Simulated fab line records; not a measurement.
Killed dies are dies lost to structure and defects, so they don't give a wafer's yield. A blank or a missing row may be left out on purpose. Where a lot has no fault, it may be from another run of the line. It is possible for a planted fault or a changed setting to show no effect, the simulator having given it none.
fab line records -- flow nandHarc
record: lots: 10, wafers: 30, lastDay: 25
route steps=1159 shown A_SGD_CUT@776 A_SLIT@794 A_SIN_REMOVE@808 END@1159
lots untouched by any fault: they come from a run of this same line in which no faults occurred
startH: the number of hours between the record's first day and the start of the first shown wafer of the lot -- waitH: hours elapsed since this lot's preceding step -- " identical to the entry in the row above -- L1.1+2: one row covering several wafers at once -- - either no value or no given start -- * or withheld: withheld -- < > ~ a bound
route shown NAME@n: names a module that has steps shown in the file, with the first one's number in the route -- usual: mean and standard deviation over wafers with no fault -- same: alike in all rows -- chamber/n: place in a boat -- sites: each site's reading -- _std_site: their standard deviation -- _edge_site: the outer-site mean with the inner-site mean subtracted -- radiusMm: how far each site lies from the wafer's centre -- mask NAME#n: copy n -- behind: the last tool/chamber to shape the wafer -- hold: what put the lot on hold/how long, in hours/how the hold closed -- device: the n, p or np transistor that did not switch -- end of line: the same wafers' tests at the end of the route -- for a step that has no rows: nothing shown but its recipe -- killed: the dies lost at the first sort to structure and to defects; this is not the yield of the wafer -- map: a wafer's dies, x killed, . not, _ none there
set.NAME: the setting the step ran with; set.NAME@STEP: the setting that earlier step ran with -- model.NAME: the simulator's own value behind a step, which no gauge read
one table for each step of the route and one row for each wafer, over a sample of lots
services: when a tool's chamber went out of use (startH, in hours from the record's first day, below 0 if earlier), for how many hours, and the reason
== steps ==
step: NHARC_A_SGD_CUT_ETCHBACK_24
recipe: targetDepthA: 500, overEtchFrac: 0.3, timeS: 92.857, ionEnergyEv: 120, ch3fFlowSccm: 50, o2FlowSccm: 30, arFlowSccm: 200, rfW: 500, biasW: 100, chemistry: CH3F/O2
usual: biasW: 99.97/0.3, chamberPressureMTorr: 24.999/0.022, drypumpMotorCurrentA: 5.7/0.54, oesProductAu: 0.96/0.038, rfVppV: 244.5/1.5, showerheadPlenumPTorr: 2.46/0.082, throttleValvePct: 20.662/0.0092
same: overEtchFrac: 0.3
lot.wafer,tool,chamber,startH,waitH,biasW,chamberPressureMTorr,drypumpMotorCurrentA,oesProductAu,rfHoursCounterH,rfVppV,showerheadPlenumPTorr,throttleValvePct
L796.1,rieDiel-12,0,333.99,0.3,100.46,24.992,6.3,0.92,12,244.7,2.37,20.667
L796.6,rieDiel-12,0,333.99,0.3,100.08,24.992,6.3,0.93,-,243.5,2.37,20.678
L796.5,rieDiel-12,1,333.99,0.3,100.18,24.978,5.1,0.94,-,243.5,2.41,20.674
L794.2,rieDiel-13,2,334.13,0.3,99.82,24.999,6.5,0.94,4,241.5,2.37,20.669
L794.6,rieDiel-13,3,334.13,0.3,99.77,24.953,4.8,0.93,-,246.4,2.56,20.653
L794.5,rieDiel-13,0,334.13,0.3,99.98,25.008,5.3,0.93,-,244.7,2.50,20.661
L798.3,rieDiel-13,0,343.82,0.2,100.15,24.983,5.3,1.02,5,245.2,2.50,20.666
L798.1,rieDiel-13,2,343.82,0.2,99.93,24.993,6.5,1.02,5,242.8,2.37,20.672
L798.5,rieDiel-13,0,343.82,0.2,100.10,24.980,5.3,1.02,-,246.0,2.50,20.660
L799.4,rieDiel-02,3,343.84,0.2,100.16,25.001,6.6,1.01,1,242.6,2.38,20.670
L799.6,rieDiel-02,1,343.84,0.2,100.16,24.986,5.9,1.00,-,244.3,2.37,20.674
L799.5,rieDiel-02,2,343.84,0.2,100.26,25.025,5.6,1.00,-,246.4,2.55,20.660
L802.4,rieDiel-13,3,368.41,0.1,100.02,25.007,4.8,0.99,7,246.2,2.56,20.668
L802.1,rieDiel-13,0,368.41,0.1,99.60,25.011,5.3,1.00,7,244.6,2.50,20.653
L802.5,rieDiel-13,3,368.41,0.1,100.01,24.961,4.8,0.99,-,244.5,2.56,20.665
L805.2,rieDiel-13,1,394.19,0.2,99.78,25.008,5.4,0.90,9,245.7,2.53,20.656
L805.4,rieDiel-13,2,394.19,0.2,99.94,25.032,6.5,0.93,-,242.8,2.37,20.642
L805.3,rieDiel-13,1,394.19,0.2,100.17,24.999,5.4,0.91,-,245.2,2.53,20.664
L806.4,rieDiel-02,2,394.24,0.2,99.71,24.972,5.6,0.93,6,246.6,2.55,20.660
L806.2,rieDiel-02,0,394.24,0.2,100.16,25.016,5.8,0.93,6,242.7,2.34,20.681
L806.5,rieDiel-02,1,394.24,0.2,99.71,24.979,5.9,0.92,-,243.2,2.37,20.663
L807.3,rieDiel-02,3,400.69,0.2,99.72,24.968,6.6,0.93,8,242.5,2.37,20.660
L807.5,rieDiel-02,0,400.69,0.2,99.42,24.949,5.8,0.92,-,242.6,2.34,20.668
L807.6,rieDiel-02,2,400.69,0.2,100.37,24.994,5.6,0.93,-,245.9,2.54,20.675
L808.1,rieDiel-13,2,418.40,0.2,100.08,25.038,6.5,1.00,11,243.0,2.37,20.647
L808.4,rieDiel-13,1,418.40,0.2,99.76,25.023,5.4,1.00,-,246.2,2.53,20.662
L808.6,rieDiel-13,2,418.40,0.2,100.00,25.025,6.5,1.01,-,242.3,2.37,20.652
L814.1,rieDiel-13,0,434.37,0.1,99.99,25.033,5.2,0.94,12,244.1,2.50,20.662
L814.2,rieDiel-13,1,434.37,0.1,99.61,25.012,5.4,0.92,13,245.7,2.53,20.643
L814.6,rieDiel-13,3,434.37,0.1,100.30,24.984,4.8,0.99,-,245.8,2.56,20.660
step: NHARC_A_SLIT_ETCH_24
recipe: targetDepthA: 1210, timeS: 60.5, cf4FlowSccm: 100, chf3FlowSccm: 30, arFlowSccm: 0, rfW: 500, biasW: 200, chemistry: CF4/CHF3
usual: biasW: 200.1/0.59, chamberPressureMTorr: 24.999/0.021, drypumpMotorCurrentA: 5.9/0.36, oesProductAu: 0.961/0.02, rfVppV: 371.5/1.8, runLengthS: 81.7/0.4, showerheadPlenumPTorr: 1.60/0.053, throttleValvePct: 16.802/0.0098
lot.wafer,tool,chamber,startH,waitH,biasW,chamberPressureMTorr,drypumpMotorCurrentA,oesProductAu,rfHoursCounterH,rfVppV,runLengthS,showerheadPlenumPTorr,throttleValvePct
L794.2,rieDiel-11,2,337.79,0.1,200.2,25.007,6.5,0.969,7,371.4,81.3,1.57,16.789
L794.5,rieDiel-11,1,337.79,0.1,200.1,24.964,6.1,0.962,-,371.2,81.8,1.59,16.804
L794.6,rieDiel-11,2,337.79,0.1,199.7,25.012,6.5,0.969,-,370.3,81.2,1.57,16.820
L796.1,rieDiel-01,1,339.87,0.1,201.1,25.007,6.1,0.978,1,374.2,81.9,1.67,16.802
L796.5,rieDiel-01,1,339.87,0.1,200.7,25.016,6.1,0.980,-,373.9,81.9,1.67,16.803
L796.6,rieDiel-01,2,339.87,0.1,199.8,24.967,5.9,0.988,-,372.6,81.9,1.63,16.793
L798.3,rieDiel-01,3,349.22,0.1,201.0,25.004,5.6,0.936,2,371.4,81.6,1.60,16.810
L798.1,rieDiel-01,0,349.22,0.1,201.0,24.973,6.1,0.931,2,368.2,81.3,1.49,16.790
L798.5,rieDiel-01,2,349.22,0.1,200.2,25.019,5.9,0.935,-,371.9,82.4,1.63,16.813
L799.4,rieDiel-07,1,349.39,0.1,199.4,25.000,5.2,0.961,7,373.7,82.1,1.68,16.774
L799.5,rieDiel-07,3,349.39,0.1,200.4,24.997,6.3,0.966,-,372.1,81.1,1.57,16.806
L799.6,rieDiel-07,0,349.39,0.1,201.5,24.990,5.4,0.952,-,373.0,81.8,1.59,16.810
L802.4,rieDiel-01,0,373.29,0.1,200.0,24.998,6.1,0.923,4,369.2,81.4,1.49,16.815
L802.1,rieDiel-01,2,373.29,0.1,200.6,25.026,5.9,0.932,3,373.3,81.7,1.63,16.785
L802.5,rieDiel-01,3,373.29,0.1,199.9,25.013,5.6,0.914,-,371.1,81.5,1.60,16.794
L806.2,rieDiel-01,1,398.13,0.1,200.4,25.035,6.1,0.937,5,373.2,81.7,1.67,16.797
L806.5,rieDiel-01,1,398.13,0.1,199.7,25.019,6.1,0.935,-,373.5,81.6,1.67,16.785
L806.4,rieDiel-01,0,398.13,0.1,199.8,25.024,6.1,0.927,-,367.5,81.6,1.49,16.810
L805.2,rieDiel-01,3,399.73,0.1,200.3,24.992,5.6,0.955,6,370.2,81.4,1.60,16.784
L805.3,rieDiel-01,0,399.73,0.1,200.0,25.016,6.0,0.948,7,368.8,81.3,1.49,16.797
L805.4,rieDiel-01,3,399.73,0.1,200.4,25.029,5.6,0.948,-,371.5,81.1,1.60,16.806
L807.3,rieDiel-07,0,404.63,0.1,200.2,25.001,5.4,0.950,13,371.5,81.8,1.59,16.814
L807.5,rieDiel-07,0,404.63,0.1,199.9,25.023,5.4,0.950,-,370.6,82.0,1.59,16.806
L807.6,rieDiel-07,1,404.63,0.1,200.6,25.001,5.2,0.964,-,374.6,81.8,1.68,16.799
L808.1,rieDiel-11,3,422.05,0.1,200.1,24.980,5.8,0.969,2,372.3,81.9,1.62,16.797
L808.4,rieDiel-11,0,422.05,0.1,199.6,25.026,6.0,0.963,2,372.6,82.3,1.62,16.797
L808.6,rieDiel-11,0,422.05,0.1,200.3,24.975,6.0,0.971,-,372.6,82.4,1.62,16.793
L814.2,rieDiel-11,3,441.38,0.1,199.4,25.027,5.8,0.973,4,370.8,81.7,1.61,16.794
L814.1,rieDiel-11,1,441.38,0.1,200.5,24.976,6.1,0.948,3,371.5,82.1,1.59,16.789
L814.6,rieDiel-11,2,441.38,0.1,200.1,24.983,6.5,0.973,-,368.9,81.2,1.57,16.807
step: NHARC_A_SLIT_ETCH_15
recipe: targetDepthA: 32000, overEtchFrac: 0.3, timeS: 832, ionEnergyEv: 150, o2FlowSccm: 400, cosFlowSccm: 20, arFlowSccm: 0, rfW: 500, biasW: 300, chemistry: O2/COS
usual: biasW: 300.1/0.99, chamberPressureMTorr: 19.999/0.019, drypumpMotorCurrentA: 5.9/0.34, oesProductAu: 1.002/0.0097, rfVppV: 314.9/1.7, runLengthS: 853.2/0.4, showerheadPlenumPTorr: 3.18/0.11, throttleValvePct: 28.330/0.0093
same: overEtchFrac: 0.3
lot.wafer,tool,chamber,startH,waitH,biasW,chamberPressureMTorr,drypumpMotorCurrentA,oesProductAu,rfHoursCounterH,rfVppV,runLengthS,showerheadPlenumPTorr,throttleValvePct
L794.2,rieDiel-11,1,338.05,-,299.0,20.021,6.1,0.992,8,314.6,853.4,3.15,28.326
L794.6,rieDiel-11,2,338.05,-,299.4,19.963,6.6,1.010,-,314.1,852.9,3.11,28.314
L794.5,rieDiel-11,3,338.05,-,302.5,19.960,5.8,0.992,-,315.1,852.9,3.21,28.332
L796.1,rieDiel-01,1,339.96,-,300.4,19.995,6.1,1.016,1,316.9,853.0,3.31,28.319
L796.5,rieDiel-01,1,339.96,-,299.6,20.007,6.1,1.013,-,315.6,853.6,3.31,28.312
L796.6,rieDiel-01,2,339.96,-,300.5,20.000,5.9,1.001,-,315.7,853.2,3.24,28.321
L798.1,rieDiel-01,3,349.30,-,301.0,20.006,5.6,1.008,2,314.5,852.7,3.17,28.332
L798.3,rieDiel-01,1,349.30,-,299.4,20.004,6.1,1.023,2,316.3,853.1,3.31,28.334
L798.5,rieDiel-01,0,349.30,-,301.6,20.018,6.1,1.006,-,311.0,853.0,2.96,28.340
L799.4,rieDiel-07,2,349.85,-,299.9,20.007,5.6,0.991,7,315.7,853.4,3.18,28.334
L799.5,rieDiel-07,1,349.85,-,300.5,20.005,5.2,1.002,-,318.0,853.4,3.33,28.348
L799.6,rieDiel-07,2,349.85,-,300.6,19.973,5.6,1.009,-,315.9,853.6,3.18,28.335
L802.1,rieDiel-01,2,373.49,-,300.4,19.990,5.9,1.014,3,316.4,853.6,3.24,28.322
L802.4,rieDiel-01,3,373.49,-,301.1,19.998,5.6,1.003,3,314.8,853.1,3.17,28.319
L802.5,rieDiel-01,1,373.49,-,300.0,20.015,6.1,1.026,-,316.4,853.1,3.31,28.322
L806.2,rieDiel-01,1,398.30,-,-,20.033,6.1,1.000,5,316.7,672.5,3.31,28.342
L806.4,rieDiel-01,0,398.30,-,-,20.012,6.1,0.991,-,311.6,672.0,2.96,28.345
L806.5,rieDiel-01,3,398.30,-,-,19.969,5.6,0.996,-,313.7,671.9,3.17,28.338
L805.3,rieDiel-01,1,399.83,-,-,20.007,6.1,1.006,6,317.5,672.5,3.31,28.328
L805.2,rieDiel-01,0,399.83,-,-,20.013,6.0,1.002,7,311.6,672.0,2.96,28.324
L805.4,rieDiel-01,0,399.83,-,-,20.007,6.0,0.990,-,311.3,671.7,2.96,28.328
L807.3,rieDiel-07,3,404.90,-,299.5,20.007,6.3,1.019,12,314.8,852.8,3.12,28.322
L807.6,rieDiel-07,0,404.90,-,299.5,20.018,5.4,0.989,-,314.4,853.7,3.16,28.332
L807.5,rieDiel-07,1,404.90,-,299.0,20.002,5.2,1.005,-,316.4,853.2,3.33,28.340
L808.1,rieDiel-11,1,422.25,-,298.1,19.981,6.1,0.981,2,314.4,852.9,3.15,28.322
L808.4,rieDiel-11,2,422.25,-,299.2,19.967,6.5,1.023,2,314.0,852.7,3.11,28.336
L808.6,rieDiel-11,3,422.25,-,300.5,19.965,5.8,0.995,-,315.5,853.4,3.20,28.329
L814.2,rieDiel-11,3,441.46,-,300.9,20.021,5.9,0.989,4,314.2,853.2,3.20,28.323
L814.1,rieDiel-11,2,441.46,-,298.4,19.995,6.5,1.012,3,312.4,853.0,3.11,28.332
L814.6,rieDiel-11,0,441.46,-,299.6,20.047,6.0,0.990,-,314.6,854.2,3.21,28.322
step: NHARC_A_SIN_REMOVE_INSPECT_04
usual: rawDefectCount: 282/78
lot.wafer,tool,chamber,startH,waitH,rawDefectCount
L794.2,defectInspect-01,-,348.83,0.0,245
L794.5,defectInspect-01,-,348.83,0.0,186
L794.6,defectInspect-01,-,348.83,0.0,327
L796.1,defectInspect-01,-,348.84,0.0,228
L796.5,defectInspect-01,-,348.84,0.0,176
L796.6,defectInspect-01,-,348.84,0.0,223
L798.1,defectInspect-01,-,362.74,0.0,237
L798.3,defectInspect-01,-,362.74,0.0,278
L798.5,defectInspect-01,-,362.74,0.0,314
L799.4,defectInspect-02,-,362.77,0.0,353
L799.5,defectInspect-02,-,362.77,0.0,335
L799.6,defectInspect-02,-,362.77,0.0,319
L802.1,defectInspect-02,-,387.79,0.0,277
L802.4,defectInspect-02,-,387.79,0.0,276
L802.5,defectInspect-02,-,387.79,0.0,328
L806.2,defectInspect-01,-,409.17,0.0,446
L806.4,defectInspect-01,-,409.17,0.0,323
L806.5,defectInspect-01,-,409.17,0.0,254
L805.2,defectInspect-02,-,409.17,0.0,232
L805.3,defectInspect-02,-,409.17,0.0,299
L805.4,defectInspect-02,-,409.17,0.0,405
L807.3,defectInspect-02,-,416.39,0.0,364
L807.5,defectInspect-02,-,416.39,0.0,308
L807.6,defectInspect-02,-,416.39,0.0,320
L808.1,defectInspect-01,-,433.06,0.0,272
L808.4,defectInspect-01,-,433.06,0.0,277
L808.6,defectInspect-01,-,433.06,0.0,218
L814.1,defectInspect-02,-,457.03,0.0,240
L814.2,defectInspect-02,-,457.03,0.0,233
L814.6,defectInspect-02,-,457.03,0.0,246
step: NHARC_END_SORT_01
recipe: tempC: 25
usual: killedAtArray: 29/11, killedAtOther: 0.5/0.8, killedAtPeriphery: 3.5/2.8, killedDies: 33/12, killedOpen: 3.1/1.8, killedShort: 1.8/1.4
same: grossDies: 677
lot.wafer,tool,chamber,startH,waitH,hold,killedAtArray,killedAtOther,killedAtPeriphery,killedDies,killedOpen,killedShort
L794.2,prober-02,0,469.61,2.8,-,42,2,4,48,3,5
L794.5,prober-02,0,471.99,3.7,-,23,1,8,32,3,1
L794.6,prober-02,0,472.78,4.0,-,34,1,11,46,1,2
L798.1,prober-02,0,484.46,2.5,-,13,0,1,14,1,1
L798.3,prober-02,0,486.06,3.1,-,11,0,3,14,2,1
L798.5,prober-02,0,487.66,3.7,-,12,0,4,16,4,1
L805.2,prober-02,0,513.15,2.8,awaitDispo/5.6h/release,185,1,4,190,6,3
L805.3,prober-02,0,513.95,3.1,awaitDispo/5.6h/release,131,0,0,131,3,2
L805.4,prober-02,0,514.75,3.4,awaitDispo/5.6h/release,156,0,1,157,3,2
L806.2,prober-02,0,521.39,2.8,awaitDispo/2.0h/release,211,0,2,213,2,0
L806.4,prober-02,0,523.01,3.4,awaitDispo/2.0h/release,191,0,4,195,2,6
L806.5,prober-02,0,523.82,3.7,awaitDispo/2.0h/release,141,0,1,142,2,2
L814.1,prober-01,0,584.53,2.5,-,27,0,1,28,0,1
L814.2,prober-01,0,585.34,2.8,-,29,2,6,37,3,0
L814.6,prober-01,0,588.56,4.0,-,33,1,4,38,2,2
killed by level:class
L794.2 A_SLIT:chamberFilmFlake=16 A_CHANNEL_HOLE_D1:chamberFilmFlake=15 A_STAIRCASE:chamberFilmFlake=3 A_CHANNEL_FILL_D1:geometricParticle:short=2 P_M1:chamberFilmFlake=2 THIN_TSV:chamberFilmFlake=2 P_GATE:geometricParticle:short=1 P_GATE:geometricParticle:open=1
L794.5 A_CHANNEL_HOLE_D1:chamberFilmFlake=11 A_SLIT:chamberFilmFlake=10 P_M1:chamberFilmFlake=3 P_STI:chamberFilmFlake=2 P_GATE:geometricParticle:open=1 P_GATE:geometricParticle:short=1 P_BONDPAD:geometricParticle:open=1 A_WL_FILL:geometricParticle:open=1
L794.6 A_CHANNEL_HOLE_D1:chamberFilmFlake=15 A_SLIT:chamberFilmFlake=9 A_WL_FILL:chamberFilmFlake=5 P_STI:chamberFilmFlake=4 P_M1:chamberFilmFlake=4 A_CONTACT:chamberFilmFlake=3 P_GATE:geometricParticle:open=1 P_M2:geometricParticle:short=1
L798.1 A_CHANNEL_HOLE_D1:chamberFilmFlake=4 A_CONTACT:chamberFilmFlake=3 A_ZERO_WELL:chamberFilmFlake=2 A_STAIRCASE:chamberFilmFlake=2 A_CHANNEL_FILL_D1:geometricParticle:short=1 A_CONTACT:geometricParticle:open=1 P_ZERO_WELL:chamberFilmFlake=1
L798.3 A_CHANNEL_HOLE_D1:chamberFilmFlake=3 A_CONTACT:chamberFilmFlake=3 A_STAIRCASE:chamberFilmFlake=2 P_M0:geometricParticle:short=1 A_CHANNEL_FILL_D1:geometricParticle:open=1 A_M0:geometricParticle:open=1 P_ZERO_WELL:chamberFilmFlake=1 P_GATE:chamberFilmFlake=1
L798.5 A_CHANNEL_HOLE_D1:chamberFilmFlake=4 A_M1:geometricParticle:open=3 P_GATE:chamberFilmFlake=2 A_WL_FILL:chamberFilmFlake=2 A_CONTACT:geometricParticle:open=1 A_M0:geometricParticle:short=1 P_STI:chamberFilmFlake=1 P_CONTACT:chamberFilmFlake=1
L805.2 A_SLIT:areaEtch=160 A_SLIT:chamberFilmFlake=16 P_GATE:geometricParticle:short=2 A_CHANNEL_HOLE_D1:chamberFilmFlake=2 P_M0:geometricParticle:open=1 A_ONON_D1:geometricParticle:open=1 A_CHANNEL_FILL_D1:geometricParticle:open=1 A_CONTACT:geometricParticle:short=1
L805.3 A_SLIT:areaEtch=98 A_SLIT:chamberFilmFlake=16 A_CHANNEL_HOLE_D1:chamberFilmFlake=6 A_CONTACT:chamberFilmFlake=3 A_STAIRCASE:chamberFilmFlake=2 A_CHANNEL_HOLE_D1:geometricParticle:short=1 A_CHANNEL_HOLE_D1:geometricParticle:open=1 A_CHANNEL_FILL_D1:geometricParticle:short=1
L805.4 A_SLIT:areaEtch=121 A_SLIT:chamberFilmFlake=18 A_CHANNEL_HOLE_D1:chamberFilmFlake=6 A_STAIRCASE:chamberFilmFlake=2 A_CONTACT:chamberFilmFlake=2 A_CHANNEL_HOLE_D1:geometricParticle:short=1 A_WL_FILL:geometricParticle:open=1 A_CONTACT:geometricParticle:short=1
L806.2 A_SLIT:areaEtch=176 A_SLIT:chamberFilmFlake=16 A_CHANNEL_HOLE_D1:chamberFilmFlake=13 A_ZERO_WELL:chamberFilmFlake=2 A_CONTACT:geometricParticle:open=1 A_M0:geometricParticle:open=1 P_GATE:chamberFilmFlake=1 P_CONTACT:chamberFilmFlake=1
L806.4 A_SLIT:areaEtch=142 A_SLIT:chamberFilmFlake=20 A_CHANNEL_HOLE_D1:chamberFilmFlake=17 A_ONON_D1:geometricParticle:short=3 A_CONTACT:geometricParticle:open=2 A_STAIRCASE:chamberFilmFlake=2 A_WL_FILL:chamberFilmFlake=2 A_CONTACT:chamberFilmFlake=2
L806.5 A_SLIT:areaEtch=95 A_CHANNEL_HOLE_D1:chamberFilmFlake=16 A_SLIT:chamberFilmFlake=16 A_STAIRCASE:chamberFilmFlake=6 A_CONTACT:chamberFilmFlake=3 A_CHANNEL_HOLE_D1:geometricParticle:short=1 A_CHANNEL_FILL_D1:geometricParticle:short=1 A_CONTACT:geometricParticle:open=1
L814.1 A_CHANNEL_HOLE_D1:chamberFilmFlake=16 A_CONTACT:chamberFilmFlake=9 P_CONTACT:geometricParticle:short=1 A_STAIRCASE:chamberFilmFlake=1 A_WL_FILL:chamberFilmFlake=1
L814.2 A_CHANNEL_HOLE_D1:chamberFilmFlake=15 A_CONTACT:chamberFilmFlake=10 A_STAIRCASE:chamberFilmFlake=3 P_GATE:chamberFilmFlake=2 THIN_TSV:chamberFilmFlake=2 P_M0:geometricParticle:open=1 P_M1:geometricParticle:open=1 A_ONON_D1:geometricParticle:open=1
L814.6 A_CHANNEL_HOLE_D1:chamberFilmFlake=22 A_CONTACT:chamberFilmFlake=6 P_STI:chamberFilmFlake=2 A_STAIRCASE:chamberFilmFlake=2 P_M1:geometricParticle:short=1 A_WL_FILL:geometricParticle:open=1 A_CONTACT:geometricParticle:short=1 A_CONTACT:geometricParticle:open=1
== services ==
tool,chamber,startH,hours,kind
rieDiel-01,3,310.21,17.1,repair
rieDiel-01,-,314.81,9.0,pm
rieDiel-01,0,314.81,9.0,ventCycle
rieDiel-01,1,314.81,9.0,ventCycle
rieDiel-11,2,320.54,7.2,repair
rieDiel-13,0,323.08,1.8,repair
rieDiel-02,-,328.30,9.0,pm
rieDiel-01,2,365.97,2.5,repair
rieDiel-11,-,370.55,9.0,pm
rieDiel-12,-,379.40,9.0,pm
rieDiel-07,2,380.41,4.0,repair
rieDiel-13,3,386.13,44.7,repair
rieDiel-13,0,392.15,6.9,repair
rieDiel-01,2,395.12,9.2,repair
rieDiel-02,1,397.78,13.9,repair
rieDiel-12,3,398.60,5.4,repair
rieDiel-07,-,405.87,9.0,pm
rieDiel-11,2,408.79,3.9,repair
rieDiel-02,0,413.59,10.8,repair
rieDiel-01,2,416.40,4.7,repair
rieDiel-01,-,416.71,0.8,repair
rieDiel-07,1,418.10,3.7,repair
rieDiel-01,-,420.57,4.6,repair
rieDiel-13,2,430.34,10.0,repair
== key ==
firstSign: step: NHARC_A_SLIT_ETCH_15, reading: runLengthS, direction: down, sigmas: 99+, usual: *, struck: *
effect: step: NHARC_END_SORT_01, reading: killedAtArray, direction: up, sigmas: 12, usual: 29, struck: 169
moreKillsBornAt: NHARC_A_SLIT_ETCH_15@rieDiel-01: 792
metAt NHARC_A_SLIT_ETCH_15
struckLots L805,L806
testerLeftOut L805,L806
notActingAt NHARC_A_SGD_CUT_ETCHBACK_24,NHARC_A_SLIT_ETCH_24,NHARC_A_SIN_REMOVE_INSPECT_04
onsetBetween 373.49 398.30
fault: kind: processParameterDrift, tool: rieDiel-01, chamber: -, onsetH: 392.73, steps: NHARC_A_SLIT_ETCH_15, channel: timeS, offset: *, shape: step, endH: 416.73, actsIn: *, stated: *
testerLeftOut: of these lots the tester's yield and bins aren't shown, on N5 and GAA mostly nor the transistor test; their killed dies are dies lost to structure and defects alone, not to doping, threshold or leakage, so they don't give the yield
